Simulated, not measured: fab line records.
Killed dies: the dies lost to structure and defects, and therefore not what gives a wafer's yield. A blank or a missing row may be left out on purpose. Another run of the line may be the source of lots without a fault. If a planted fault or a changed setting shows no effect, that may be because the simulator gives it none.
Which tool was responsible?	flow n5-finfet	10 lots, 30 wafers sampled, at 5 steps of a route of 1938

## WHAT THE GAUGES SHOWED, per wafer
N5_BEOL_M0_SAQP_OVL_MEAS_15.
lot	measured	on	M0_CORE_OVL (nm)
L903	day 6 05:48	overlay-01	0.5 0.2 0.2
L905	day 6 18:14	overlay-01	0.0 -0.5 -1.0
L906	day 6 21:03	overlay-01	-0.7 -0.4 -0.1
L908	day 7 16:11	overlay-01	0.3 0.6 0.2
L910	day 7 22:25	overlay-01	0.9 0.2 -0.5
L911	day 7 22:11	overlay-02	-0.8 0.1 -0.2
L914	day 9 02:19	overlay-01	-0.4 0.0 -0.3
L918	day 9 17:27	overlay-01	-0.5 0.2 0.1
L920	day 10 09:26	overlay-02	0.0 -0.4 -0.5
L921	day 10 17:57	overlay-02	1.1 -0.9 -0.2

N5_BEOL_M4_RC_MEAS_101.
lot	measured	on	DIBL_N (mV/V)	DIBL_P (mV/V)	IOFF_N (nA/um)	IOFF_P (nA/um)	ION_N (uA/um)	ION_P (uA/um)	SS_N (mV/dec)	SS_P (mV/dec)	VT_N (mV)	VT_P (mV)
L903	day 9 05:58	prober-01	35.3 36.9 31.4	35.4 36.0 29.3	0.15 0.16 0.09	0.19 0.18 0.12	690 677 657	464 453 449	71.8 71.4 70.0	73.3 72.7 71.3	245 250 256	-253 -255 -259
L905	day 9 08:56	prober-02	39.0 32.9 37.2	37.7 31.1 35.9	0.24 0.12 0.20	0.23 0.15 0.21	679 672 688	456 463 465	72.0 70.8 72.7	74.2 72.4 73.9	245 255 245	-248 -252 -248
L906	day 9 12:27	prober-02	35.6 33.2 32.8	35.9 32.4 32.0	0.15 0.11 0.11	0.20 0.14 0.15	677 669 647	461 459 454	71.1 70.3 71.4	73.5 71.7 72.9	253 255 253	-249 -254 -253
L908	day 10 10:59	prober-01	35.8 36.6 36.7	35.1 34.8 35.7	0.16 0.16 0.16	0.19 0.19 0.20	697 688 690	474 464 471	71.5 71.2 71.1	72.5 73.1 72.8	246 247 247	-249 -251 -250
L910	day 10 14:34	prober-01	34.5 36.8 36.8	34.6 37.8 36.9	0.13 0.15 0.16	0.17 0.20 0.19	684 669 668	464 453 457	71.4 71.6 71.8	72.2 73.7 73.4	252 251 249	-252 -255 -253
L911	day 10 15:20	prober-01	36.0 36.2 37.3	34.6 34.6 35.1	0.13 0.15 0.15	0.21 0.20 0.19	649 677 661	450 466 450	71.0 71.3 71.3	73.0 73.2 72.4	250 246 249	-251 -252 -251
L914	day 11 12:50	prober-01	35.2 35.3 33.4	34.9 34.9 32.1	0.15 0.14 0.12	0.21 0.21 0.17	683 679 674	467 469 462	71.2 71.3 71.4	73.5 73.1 72.2	248 249 254	-248 -249 -250
L918	day 12 05:58	prober-01	33.1 32.3 33.5	32.2 31.9 33.4	0.11 0.11 0.13	0.15 0.15 0.16	662 682 668	448 472 456	69.8 70.4 71.0	71.9 73.0 72.7	252 253 251	-255 -253 -251
L920	day 12 22:39	prober-01	36.2 37.5 37.8	36.9 38.8 38.8	0.18 0.21 0.20	0.22 0.25 0.24	694 697 696	472 472 471	72.3 72.2 72.2	72.9 73.3 73.0	247 246 245	-249 -249 -245
L921	day 13 15:20	prober-01	35.9 39.2 35.8	34.1 39.1 33.8	0.13 0.20 0.13	0.15 0.22 0.14	656 709 668	449 469 445	71.6 72.2 71.5	72.8 74.6 73.2	255 245 254	-254 -253 -261

## WHAT TOOL EACH LOT RAN ON (gives the tool, then ch and the chambers of the sampled wafers, and finally the start)
lot	N5_MOL_CONTACT_COAG_STRIP_49	N5_BEOL_M0_SAQP_PECVD_04	N5_BEOL_M0_SAQP_COAT_81
L903	plasma-asher-02 ch 0,1, day 5 23:13	pecvd-01 ch 1,2, day 6 05:11	litho-track-01 ch 0, day 6 05:24
L905	plasma-asher-01 ch 0,1, day 6 12:49	pecvd-02 ch 1,2, day 6 17:46	litho-track-04 ch 0, day 6 17:58
L906	plasma-asher-01 ch 0,1, day 6 15:16	pecvd-01 ch 0,1, day 6 20:26	litho-track-04 ch 0, day 6 20:39
L908	plasma-asher-01 ch 0,1, day 7 11:02	pecvd-04 ch 0,1, day 7 15:43	litho-track-02 ch 0, day 7 15:55
L910	plasma-asher-02 ch 0,1, day 7 14:39	pecvd-02 ch 0,1, day 7 21:48	litho-track-02 ch 0, day 7 22:01
L911	plasma-asher-01 ch 0,1, day 7 16:19	pecvd-01 ch 0,1, day 7 21:42	litho-track-04 ch 0, day 7 21:55
L914	plasma-asher-02 ch 0,1, day 8 18:41	pecvd-01 ch 0,1,2, day 9 01:43	litho-track-02 ch 0, day 9 01:55
L918	plasma-asher-02 ch 1, day 9 10:55	pecvd-02 ch 1,2, day 9 16:58	litho-track-04 ch 0, day 9 17:11
L920	plasma-asher-01 ch 0,1, day 10 02:41	pecvd-01 ch 0,1, day 10 08:57	litho-track-04 ch 0, day 10 09:10
L921	plasma-asher-02 ch 0,1, day 10 11:44	pecvd-02 ch 0,1,2, day 10 17:28	litho-track-04 ch 0, day 10 17:38
- N5_MOL_CONTACT_COAG_STRIP_49: strips in N2/H2, time 30 s.
- N5_BEOL_M0_SAQP_PECVD_04: deposits a-Si from SiH4/He, target thk 60 nm, time 60.2 s.
- N5_BEOL_M0_SAQP_COAT_81: time 60 s, resist thk 100 nm.

## AS READ BY THE TOOLS THEMSELVES (means over the sampled wafers that have a number; for cases with no such wafer, the mark the record gives instead)
N5_MOL_CONTACT_COAG_STRIP_49.
lot	tool	drypump-motor-current-A (A)	heater-power-w (W)
L903	plasma-asher-02	5.5	335
L905	plasma-asher-01	5.4	332
L906	plasma-asher-01	5.4	333
L908	plasma-asher-01	5.4	332
L910	plasma-asher-02	5.5	337
L911	plasma-asher-01	5.3	334
L914	plasma-asher-02	5.6	339
L918	plasma-asher-02	5.6	341
L920	plasma-asher-01	5.4	335
L921	plasma-asher-02	5.6	339

N5_BEOL_M0_SAQP_PECVD_04.
lot	tool	heater-power-w (W)	showerhead-plenum-p-Torr (Torr)	throttle-valve-pct (%)
L903	pecvd-01	626	5.63	19.2
L905	pecvd-02	530	5.72	18.4
L906	pecvd-01	681	5.64	17.9
L908	pecvd-04	693	5.67	17.3
L910	pecvd-02	592	5.72	19.3
L911	pecvd-01	642	5.64	18.6
L914	pecvd-01	641	5.65	18.2
L918	pecvd-02	532	5.74	19.2
L920	pecvd-01	656	5.63	18.7
L921	pecvd-02	600	5.72	18.6

N5_BEOL_M0_SAQP_COAT_81.
lot	tool	heater-power-total-W (W)	plate-temp-C (C)	resist-line-temp-C (C)	spin-speed-rpm (rpm)
L903	litho-track-01	500.9	249.93	22.99	1499.6
L905	litho-track-04	498.9	250.02	23.04	1498.9
L906	litho-track-04	501.1	249.95	23.10	1500.3
L908	litho-track-02	501.0	250.24	23.04	1499.1
L910	litho-track-02	500.5	249.83	23.04	1501.2
L911	litho-track-04	500.7	250.11	23.00	1500.5
L914	litho-track-02	500.8	250.01	22.83	1500.3
L918	litho-track-04	499.2	249.73	23.07	1498.9
L920	litho-track-04	490.4	245.71	22.87	1500.3
L921	litho-track-04	490.6	245.88	22.82	1499.4

## THE ANSWER, worked out from the rows above alone
Rule: usual is defined by the lots themselves. The widest of any qualifying gaps counts: lots, ordered by their means at a reading, are off when they make up no more than a third of the lots, leave a main group of 4 or more, and stand apart from it by 3 or more times the standard deviation of that group's means. The tables above print the reading to a certain number of digits; a main group whose means all agree to those digits is not used. A lot without any number at a reading at which 4 lots or more have one is off too. Where the step has rows for the other lots, those lots are counted as sound. After the gauges, taken in route order, come the tools' own readings; for these a lot's mean is taken, as printed above. At the first step where some lot is off, the reading lying furthest off is the one used; lots without a number count as furthest.
Off: L920, L921 (N5_BEOL_M0_SAQP_COAT_81, plate-temp-C). For the main group the mean is 249.98 C and the standard deviation 0.15.
A tool fits if, at that step or a process step before it, it ran every lot that is off, and no sound lot after the first of them. One fits: litho-track-04 at N5_BEOL_M0_SAQP_COAT_81. Its last sound lot is L918 (day 9 17:11), its first lot that is off L920 (day 10 09:10): a fault that began between those two fits.
The tool's own readings at N5_BEOL_M0_SAQP_COAT_81 bear it out: on the lots that are off they differ by more than 5 times the standard deviation of the sound lots' means. heater-power-total-W reads 490.5 W there against 500.4 W on the sound lots; plate-temp-C reads 245.80 C there against 249.98 C on the sound lots.

## WHAT THE SIMULATOR HAD INSERTED
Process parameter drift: litho-track-04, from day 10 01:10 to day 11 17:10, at N5_BEOL_M0_SAQP_COAT_81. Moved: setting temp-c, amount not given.
Struck lots among those shown: L920, L921. The rule above found the same.
